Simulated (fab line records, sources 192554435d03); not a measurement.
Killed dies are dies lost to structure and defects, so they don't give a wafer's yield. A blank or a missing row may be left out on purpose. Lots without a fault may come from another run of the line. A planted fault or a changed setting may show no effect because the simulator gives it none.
Problem report in the 8D (eight disciplines) form, filled by code | flow n5_finfet | the parts of the form that need people (team, actions taken, sign-off) are left out

1. THE PROBLEM
raw_defect_count at N5_BEOL_M11_INSPECT_30 reads a mean of 1479 on 2 wafers of 2 lots; wafers without a fault read 398 with a standard deviation of 89. That is +12 standard deviations from the usual mean.
The step: inspects for defects (brightfield).
First seen on wafer L951.1, day 15 13:20, on defect_inspect-01. The record holds 12 wafers of 4 lots with a number at this step. Rule for "out", or "out of limits": more than 4 standard deviations from the usual mean. The other wafers with a number count as sound.

2. WHAT IT IS AND WHAT IT IS NOT
question                    | is                | is not
which readings at this step | raw_defect_count  | -
which lots                  | L951, L953        | L936, L955
which wafers of those lots  | L951.1, L953.1    | L951.3, L951.4, L953.2, L953.5
read on which gauges        | defect_inspect-01 | defect_inspect-02
when                        | from day 15 13:20 | up to then (5 sound wafers); but 5 sound wafers of L953, L955 came after

3. SUSPECTS, AND WHAT RULES EACH OUT
Counting: a tool at a process step up to the reading stays a suspect if it ran every lot that is out. Sound lots after the first of them don't rule it out here, since some wafers of a struck lot are sound.
- the gauge at N5_BEOL_M11_INSPECT_30: ruled out. All the wafers that are out were read on defect_inspect-01, but those of them that N5_PASSIVATION_PROBE_49 has rows for are out there too, on other tools.
- rie_diel-06 at N5_BEOL_M11_ETCH_62 (etches SOC in N2/H2, target depth 110 nm, overetch 22 nm, time 165 s): kept. It ran every lot that is out, first L951 (day 15 12:12); its last sound lot up to then is L936 (day 11 03:14).
- Within rie_diel-06 at N5_BEOL_M11_ETCH_62: the wafers that are out ran in chamber 2; their sound lot-mates ran in chambers 0, 1, 3.
Left after counting: rie_diel-06 at N5_BEOL_M11_ETCH_62.

4. THE CAUSE (what the simulator had put in)
Chamber particle source: rie_diel-06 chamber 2, from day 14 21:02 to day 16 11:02, at N5_BEOL_M11_ETCH_62. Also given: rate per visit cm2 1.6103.
Counting left only this tool.

5. THE CHAIN OF EFFECTS, in route order
Each row: a reading whose mean over the struck wafers that have a number lies more than 3 standard deviations from the usual. Only readings for which the record gives a usual standard deviation are gone through. hours: the time from each lot's start at the first step in this table that gives one to its start at this step, as a median over the lots. sigmas: the change in usual standard deviations.
hours | step                    | reading              | usual  | on struck wafers | change | sigmas
0     | N5_BEOL_M11_INSPECT_30  | raw_defect_count     | 398    | 1479             | +1081  | +12
48    | N5_PASSIVATION_PROBE_49 | defect_limited_yield | 91.0 % | 85.5             | -5.5   | -3.9
48    | N5_PASSIVATION_PROBE_49 | killed_at_M4_up      | 14     | 94               | +80    | +15
48    | N5_PASSIVATION_PROBE_49 | killed_dies          | 106    | 171              | +65    | +4.1
48    | N5_PASSIVATION_PROBE_49 | sort_bin_5_function  | 5.3 %  | 8.6              | +3.3   | +3.8
The process steps in it:
- N5_PASSIVATION_PROBE_49

6. WHAT WOULD HAVE CAUGHT IT SOONER
In this record the first reading out of limits at a measuring or inspecting step was taken at day 15 13:20, 16 hours after the fault began at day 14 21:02.
Of the tool readings at N5_BEOL_M11_ETCH_62 for which the record gives a usual standard deviation, none was out on any struck wafer, so an alarm limit of 4 standard deviations on them would not have fired.
Of the lots that are out (2), L953 began N5_BEOL_M11_ETCH_62 on rie_diel-06 after day 15 13:20. A hold on the tool at that time would have spared it.
